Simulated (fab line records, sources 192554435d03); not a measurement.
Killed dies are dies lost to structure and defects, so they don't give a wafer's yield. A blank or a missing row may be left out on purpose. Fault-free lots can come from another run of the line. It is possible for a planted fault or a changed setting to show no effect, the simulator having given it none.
fab line records	flow n5-finfet
record lots=9	wafers=27	last-day=19
route steps=1938 shown HKMG_FIN@389 BEOL_M4@1111 PASSIVATION@1936
lots that met no fault: taken from a fault-free run of the same line
start-h: start of the lot's first displayed wafer, in hours after the record's first day	wait-h: hours elapsed since this lot's preceding step	" repeats the value in the row above	L1.1+2: one row covering several wafers at once	- no value, or no start was given	* or withheld: withheld	< > ~ a bound
route shown NAME@n: NAME is a module with steps in the file, n the number in the route of the first one	usual: the fault-free wafers' mean and standard deviation	same: alike in all rows	chamber/n: place in a boat	sites: the reading at each site	_std_site: the values' standard deviation	_edge_site: outer sites' mean less inner sites'	radius-mm: for every site, how far away it sits from the centre of the wafer	mask NAME#n: copy n	behind: the last tool/chamber to shape the wafer	hold: what put the lot on hold/how long, in hours/how the hold closed	device: whichever transistor did not switch (one of n, p or np)	end of line: at the end of the route, the tests of the same wafers	a step without rows: its recipe alone	killed: count of dies lost to structure and defects at first sort (not the wafer's yield)	map: the dies of a wafer, with x for killed, . for not killed, _ for no die there
set.NAME: the setting the step ran with; set.NAME@STEP: the setting that earlier step ran with	model.NAME: the simulator's own value behind a step, which no gauge read
steps of the route over a sample of lots; a table a step, a row a wafer
services: from which hour (start-h, from the record's first day; less than 0 if before it) a tool's chamber was out of use, for how many hours, and why
## steps
# step N5_HKMG_FIN_ALD_75
# recipe material=Al2O3	target-thk-a=10	temp-c=150	ald-precursor-family=TMA	ald-co-reactant=H2O	pulse-time-s=withheld	co-reactant-pulse-time-s=1
# usual heater-power-w=153/16	precursor-pulse-height-rel=1.001/0.016
lot.wafer	tool	chamber	start-h	wait-h	heater-power-w	precursor-pulse-height-rel
L751.2	ald-hk-01	2	93.79	0.0	140	1.005
L751.3	"	3	"	"	131	1.005
L751.6	"	1	"	"	182	0.993
L757.1	ald-hk-03	3	129.26	0.0	151	0.979
L757.3	"	2	"	"	151	1.014
L757.4	"	0	"	"	133	0.970
L761.2	ald-hk-02	0	160.03	0.0	148	0.982
L761.3	"	1	"	"	159	0.978
L761.6	"	0	"	"	143	0.970
L762.2	ald-hk-03	1	167.85	0.0	170	0.973
L762.3	"	2	"	"	152	0.992
L762.5	"	2	"	"	147	1.010
L765.1	ald-hk-03	3	181.35	0.0	152	1.029
L765.2	"	0	"	"	139	0.973
L765.4	"	2	"	"	147	1.007
L766.2	ald-hk-03	2	189.66	0.0	150	0.966
L766.4	"	0	"	"	136	0.989
L766.6	"	1	"	"	176	1.006
L768.2	ald-hk-02	3	200.15	0.0	167	0.972
L768.5	"	0	"	"	148	0.975
L768.6	"	1	"	"	161	1.019
L769.2	ald-hk-01	3	205.11	0.0	130	1.015
L769.5	"	0	"	"	127	1.011
L769.6	"	1	"	"	191	1.011
L770.1	ald-hk-02	2	209.51	0.0	153	0.983
L770.5	"	2	"	"	157	1.035
L770.6	"	1	"	"	164	0.990
# step N5_HKMG_FIN_WET_ETCH_77
# recipe chemistry=dHCl	mix=1:10000	temp-c=25	target=La2O3	stop-on=HfO2	target-depth-nm=2
lot.wafer	tool	chamber	start-h	wait-h
L751.2+3+6	wet-bench-01	4,3,6	96.01	0.3
L757.1+3+4	wet-bench-01	3,4,5	131.32	0.3
L761.2+3+6	wet-bench-05	5,1,4	161.85	0.3
L762.2+3+5	wet-bench-05	5,3,2	169.67	0.3
L765.1+2+4	wet-bench-05	3,5,4	183.05	0.3
L766.2+4+6	wet-bench-05	6,2,7	191.72	0.3
L768.2+5+6	wet-bench-01	6,5,2	201.84	0.3
L769.2+5+6	wet-bench-01	4,7,0	206.93	0.3
L770.1+5+6	wet-bench-03	7,4,6	211.33	0.3
# step N5_HKMG_FIN_THK_MEAS_70
# recipe thk-meas-gauge=xrf	reads=HfO2_of_HKMG_FIN_HK_ALD_01
# usual HK_THK=1.603/0.019
lot.wafer	tool	chamber	start-h	wait-h	HK_THK[nm]
L751.2	film-metro-01	-	97.15	0.2	1.599
L751.3	"	-	"	"	1.596
L751.6	"	-	"	"	1.574
L757.1	film-metro-02	-	132.65	0.2	1.607
L757.3	"	-	"	"	1.622
L757.4	"	-	"	"	1.591
L761.2	film-metro-01	-	163.00	0.2	1.583
L761.3	"	-	"	"	1.590
L761.6	"	-	"	"	1.604
L762.2	film-metro-02	-	170.81	0.2	1.650
L762.3	"	-	"	"	1.593
L762.5	"	-	"	"	1.608
L765.1	film-metro-02	-	184.26	0.2	1.615
L765.2	"	-	"	"	1.607
L765.4	"	-	"	"	1.620
L766.2	film-metro-02	-	192.86	0.2	1.580
L766.4	"	-	"	"	1.611
L766.6	"	-	"	"	1.575
L768.2	film-metro-02	-	203.02	0.2	1.626
L768.5	"	-	"	"	1.587
L768.6	"	-	"	"	1.567
L769.2	film-metro-02	-	208.09	0.2	1.620
L769.5	"	-	"	"	1.609
L769.6	"	-	"	"	1.655
L770.1	film-metro-02	-	212.48	0.2	1.585
L770.5	"	-	"	"	1.617
L770.6	"	-	"	"	1.625
# step N5_HKMG_FIN_INSPECT_14
# recipe mode=adi	inspect-instrument=macro
# usual raw-defect-count=1.9/1.3
lot.wafer	tool	chamber	start-h	wait-h	raw-defect-count
L751.2	defect-inspect-01	-	98.08	0.0	1
L751.3	"	-	"	"	2
L751.6	"	-	"	"	1
L757.1	defect-inspect-02	-	133.58	0.0	1
L757.3	"	-	"	"	3
L757.4	"	-	"	"	>300
L761.2	defect-inspect-01	-	163.93	0.0	2
L761.3	"	-	"	"	3
L761.6	"	-	"	"	0
L762.2	defect-inspect-01	-	171.74	0.0	4
L762.3	"	-	"	"	2
L762.5	"	-	"	"	1
L765.1	defect-inspect-02	-	185.19	0.0	1
L765.2	"	-	"	"	3
L765.4	"	-	"	"	4
L766.2	defect-inspect-01	-	193.79	0.0	1
L766.4	"	-	"	"	1
L766.6	"	-	"	"	1
L768.2	defect-inspect-01	-	203.95	0.0	2
L768.5	"	-	"	"	1
L768.6	"	-	"	"	1
L769.2	defect-inspect-02	-	209.02	0.0	2
L769.5	"	-	"	"	3
L769.6	"	-	"	"	1
L770.1	defect-inspect-01	-	214.17	0.0	3
L770.5	"	-	"	"	0
L770.6	"	-	"	"	2
# step N5_HKMG_FIN_ETCH_35
# recipe chemistry=N2/H2	target=SOC	target-depth-a=2158	ion-energy-ev=65	bias-w=5	source-w=3000	time-s=243.4	pressure-mtorr=30	n2-flow-sccm=200	h2-flow-sccm=200
# usual bias-w=5.000/0.016	drypump-motor-current-A=5.9/0.51	n2-flow-sccm=200.1/0.62	oes-product-au=0.81/0.08	rf-vpp-V=141.4/1.1	showerhead-plenum-p-Torr=2.52/0.097	throttle-valve-pct=17.76/0.25
lot.wafer	tool	chamber	start-h	wait-h	bias-w	drypump-motor-current-A	n2-flow-sccm	oes-product-au	rf-hours-counter-h	rf-vpp-V	showerhead-plenum-p-Torr	throttle-valve-pct
L751.2	rie-diel-01	0	98.44	0.0	5.013	6.3	199.5	0.78	116	142.3	2.44	17.77
L751.3	"	3	"	"	4.959	5.1	201.4	0.78	135	139.2	2.33	17.47
L751.6	"	1	"	"	4.990	6.5	199.9	0.90	-	142.9	2.51	17.57
L757.1	rie-diel-01	1	133.91	0.0	4.975	6.4	200.2	0.87	34	140.9	2.50	17.58
L757.3	"	0	"	"	5.004	6.2	199.9	0.78	129	141.5	2.44	17.80
L757.4	"	3	"	"	4.994	5.1	200.8	0.77	147	140.4	2.32	17.51
L761.2	rie-diel-01	2	164.30	0.0	5.035	5.4	199.7	0.70	200	141.5	2.63	17.96
L761.3	"	1	"	"	4.996	6.5	199.7	0.85	46	140.5	2.50	17.61
L761.6	"	1	"	"	5.013	6.4	200.1	0.85	-	140.8	2.50	17.59
L762.2	rie-diel-01	3	172.19	0.0	5.007	5.1	199.2	0.76	161	138.3	2.32	17.52
L762.3	"	2	"	"	5.007	5.4	200.2	0.71	203	143.1	2.62	17.95
L762.5	"	3	"	"	5.012	5.1	200.0	0.76	-	139.4	2.32	17.51
L765.1	rie-diel-03	1	185.52	0.0	4.993	6.5	199.6	0.85	45	142.8	2.59	17.61
L765.2	"	3	"	"	5.029	5.6	200.0	0.69	238	141.7	2.62	18.40
L765.4	"	2	"	"	5.011	6.7	200.2	0.85	60	142.1	2.58	17.88
L766.2	rie-diel-03	0	194.19	0.0	5.009	6.0	200.9	0.83	77	140.9	2.47	18.02
L766.4	"	2	"	"	5.000	6.7	200.7	0.84	63	141.4	2.58	17.90
L766.6	"	3	"	"	5.000	5.6	200.0	0.68	-	141.3	2.62	18.43
L768.2	rie-diel-05	2	204.29	0.0	5.005	5.6	199.4	0.75	202	142.7	2.64	18.04
L768.5	"	0	"	"	4.991	5.4	199.6	0.83	-	141.6	2.57	17.71
L768.6	"	3	"	"	5.008	5.5	199.5	0.92	-	142.8	2.48	17.35
L769.2	rie-diel-05	1	209.35	0.0	4.987	6.2	200.4	0.90	29	140.5	2.47	17.56
L769.5	"	2	"	"	5.011	5.7	201.0	0.75	-	142.4	2.64	18.02
L769.6	"	3	"	"	5.002	5.6	200.6	0.91	-	141.4	2.48	17.36
L770.1	rie-diel-05	3	214.50	0.0	4.990	5.6	199.8	0.91	17	141.3	2.48	17.37
L770.5	"	0	"	"	4.980	5.3	200.3	0.82	-	141.6	2.57	17.71
L770.6	"	1	"	"	5.024	6.1	201.1	0.90	-	142.0	2.47	17.57
# step N5_BEOL_M4_RC_MEAS_101
# usual DIBL_N=36.0/1.7	DIBL_P=36.2/1.9	IOFF_N=0.154/0.028	IOFF_P=0.21/0.036	ION_N=675/11	ION_P=463/8.3	SS_N=71.4/0.63	SS_P=73.2/0.55	VT_N=250.2/3	VT_P=-251/3.7
lot.wafer	tool	chamber	start-h	wait-h	DIBL_N[mV/V]	DIBL_P[mV/V]	IOFF_N[nA/um]	IOFF_P[nA/um]	ION_N[uA/um]	ION_P[uA/um]	SS_N[mV/dec]	SS_P[mV/dec]	VT_N[mV]	VT_P[mV]
L751.2	prober-02	0	239.69	0.2	37.7	38.6	0.180	0.23	685	477	71.5	73.7	249.5	-247
L751.3	"	0	"	"	38.0	38.8	0.185	0.23	679	467	72.4	73.4	246.9	-248
L751.6	"	0	"	"	34.4	34.9	0.128	0.17	671	462	71.1	72.3	252.7	-250
L757.1	prober-02	0	291.63	0.0	38.4	38.3	0.186	0.21	689	457	71.5	73.9	247.5	-252
L757.3	"	0	"	"	36.0	35.2	0.135	0.17	667	452	71.5	73.1	250.2	-253
L757.4	"	0	"	"	37.1	35.5	0.162	0.18	677	456	71.9	73.5	250.1	-255
L762.2	prober-02	0	310.04	0.2	35.8	34.7	0.133	0.21	668	463	70.8	73.0	252.7	-247
L762.3	"	0	"	"	36.9	37.0	0.160	0.25	669	465	71.2	73.9	245.8	-246
L762.5	"	0	"	"	35.5	34.6	0.142	0.22	665	466	70.7	72.5	247.8	-248
L761.2	prober-01	0	334.07	0.2	34.4	35.3	0.136	0.18	673	459	71.2	72.1	250.9	-252
L761.3	"	0	"	"	36.4	36.9	0.170	0.21	685	470	71.1	73.6	245.4	-248
L761.6	"	0	"	"	36.0	36.5	0.150	0.20	678	466	71.1	72.4	247.7	-248
L765.1	prober-02	0	339.42	0.0	37.2	37.0	0.177	0.23	681	468	71.8	73.7	250.5	-249
L765.2	"	0	"	"	39.3	38.5	0.221	0.26	682	466	72.9	73.6	246.6	-246
L765.4	"	0	"	"	36.8	36.7	0.175	0.24	687	474	70.9	74.0	247.1	-248
L766.2	prober-01	0	340.00	0.2	35.2	32.4	0.128	0.17	662	459	70.8	72.1	256.1	-253
L766.4	"	0	"	"	33.8	32.5	0.107	0.17	669	462	70.2	72.8	258.0	-255
L766.6	"	0	"	"	36.6	35.7	0.150	0.22	673	466	71.1	72.9	251.3	-248
L768.2	prober-02	0	342.68	0.2	37.4	39.0	0.203	0.29	690	476	71.6	74.1	243.0	-243
L768.5	"	0	"	"	37.1	37.7	0.182	0.27	676	471	71.2	73.0	246.8	-244
L768.6	"	0	"	"	34.3	34.6	0.134	0.21	668	466	70.7	72.8	252.2	-243
L769.2	prober-01	0	344.31	0.2	36.7	35.6	0.158	0.24	666	465	71.5	73.4	252.7	-247
L769.5	"	0	"	"	37.2	37.2	0.174	0.26	677	471	71.2	73.7	247.7	-243
L769.6	"	0	"	"	36.0	34.8	0.164	0.23	686	477	71.5	73.0	248.4	-247
L770.1	prober-02	0	347.04	0.0	36.1	36.9	0.145	0.21	660	455	71.4	73.0	253.2	-253
L770.5	"	0	"	"	35.9	34.8	0.148	0.19	662	456	71.4	72.7	252.0	-252
L770.6	"	0	"	"	37.9	39.6	0.192	0.25	697	471	72.3	73.9	247.7	-249
# step N5_PASSIVATION_PROBE_49
# usual defect-limited-yield=90.9/1.4	killed_at_M0_to_M3=38/11	killed_at_M4_up=13/5.9	killed-at-contacts=14/6.4	killed-at-front-end=38/11	killed-at-other=3.3/2.5	killed-dies=107/16	killed-on-rim=14/3.6	killed-open=70/12	killed-short=35/7.7	sort_bin_5_function=5.3/0.94	sort_bin_6_memory=3.5/0.7	sort-n-pass=1073/16	sort-yield-pct=90.9/1.4
# same gross-dies=1180	killed-at-back-side=0	sort_bin_4_leakage[%]=0	sort_bin_8_speed[%]=0
lot.wafer	tool	chamber	start-h	wait-h	defect-limited-yield[%]	killed_at_M0_to_M3	killed_at_M4_up	killed-at-contacts	killed-at-front-end	killed-at-other	killed-dies	killed-on-rim	killed-open	killed-short	sort_bin_5_function[%]	sort_bin_6_memory[%]	sort-n-pass	sort-yield-pct[%]
L757.1	prober-02	-	406.66	0.0	90.8	37	11	9	42	10	109	19	57	49	5.0	3.4	1071	90.8
L757.3	prober-02	-	406.76	0.1	91.8	39	8	8	40	2	97	12	65	31	5.0	3.1	1083	91.8
L757.4	prober-02	-	406.81	0.2	78.7	38	8	12	191	2	251	15	63	33	13.1	4.7	929	78.7
L762.3	prober-01	-	417.45	0.1	89.3	53	11	12	44	6	126	12	86	39	5.8	4.6	1054	89.3
# killed by level:class
L757.1 FIN_SAQP:geometric-particle:short=9 FIN_SAQP:geometric-particle:open=7 MOL_CONTACT_COAG:geometric-particle:open=7 MIM_TOP_ETCH:geometric-particle:short=6 DUMMY_GATE:geometric-particle:open=5 GATE_CUT:geometric-particle:short=5 BEOL_M0_SAQP:geometric-particle:open=5 BEOL_M0_SAQP:geometric-particle:short=5
L757.3 BEOL_M0_SAQP:geometric-particle:open=9 BEOL_M1:geometric-particle:open=9 FIN_SAQP:geometric-particle:open=8 DUMMY_GATE:geometric-particle:open=7 BEOL_M0_SAQP:geometric-particle:short=7 MOL_CONTACT_COAG:geometric-particle:open=6 BEOL_M3:geometric-particle:open=6 STARTING-WAFER:geometric-particle:short=5
L757.4 HKMG_FIN:unspecified=153 STI_FIN_REVEAL:geometric-particle:open=14 BEOL_M3:geometric-particle:open=14 MOL_CONTACT_COAG:geometric-particle:open=8 FIN_SAQP:geometric-particle:short=5 GATE_CUT:geometric-particle:short=5 BEOL_M3:geometric-particle:short=5 FIN_SAQP:geometric-particle:open=4
L762.3 BEOL_M0_SAQP:geometric-particle:open=15 FIN_SAQP:geometric-particle:open=11 BEOL_M1:geometric-particle:open=11 FIN_SAQP:geometric-particle:short=8 MOL_CONTACT_COAG:geometric-particle:open=8 BEOL_M0_SAQP:geometric-particle:short=8 BEOL_M2:geometric-particle:open=7 ILD0:geometric-particle:open=5
## services
tool	chamber	start-h	hours	kind
ald-hk-03	-	72.46	1.2	repair
rie-diel-05	1	84.10	21.9	repair
rie-diel-05	3	96.30	1.8	repair
rie-diel-05	2	100.11	16.3	repair
ald-hk-01	-	103.42	3.8	repair
rie-diel-05	1	116.46	-	clean
rie-diel-05	1	116.46	-	consumable-replace:focus-ring
rie-diel-05	3	119.45	6.4	repair
rie-diel-05	3	134.83	-	clean
rie-diel-05	3	134.83	-	consumable-replace:focus-ring
rie-diel-05	3	134.83	29.9	scheduled-down
rie-diel-05	3	134.83	29.9	vent-cycle
ald-hk-02	-	144.82	2.8	pm
rie-diel-03	2	157.49	2.7	repair
ald-hk-03	-	210.50	2.8	pm
## key
first-sign step=N5_HKMG_FIN_INSPECT_14	reading=raw-defect-count	direction=up	sigmas=99+	usual=1.9	struck=>300
effect step=N5_PASSIVATION_PROBE_49	reading=killed-at-front-end	direction=up	sigmas=14	usual=38	struck=191
more-kills-born-at N5_HKMG_FIN_WET_ETCH_77@wet-bench-01=153
met-at N5_HKMG_FIN_WET_ETCH_77
struck-lots L757
struck-wafers L757.4
not-acting-at N5_HKMG_FIN_ALD_75,N5_HKMG_FIN_THK_MEAS_70,N5_HKMG_FIN_ETCH_35
fault kind=chamber-particle-source	tool=wet-bench-01	chamber=5	onset-h=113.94	steps=N5_HKMG_FIN_WET_ETCH_77	rate-per-visit-cm2=1.6206	end-h=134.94
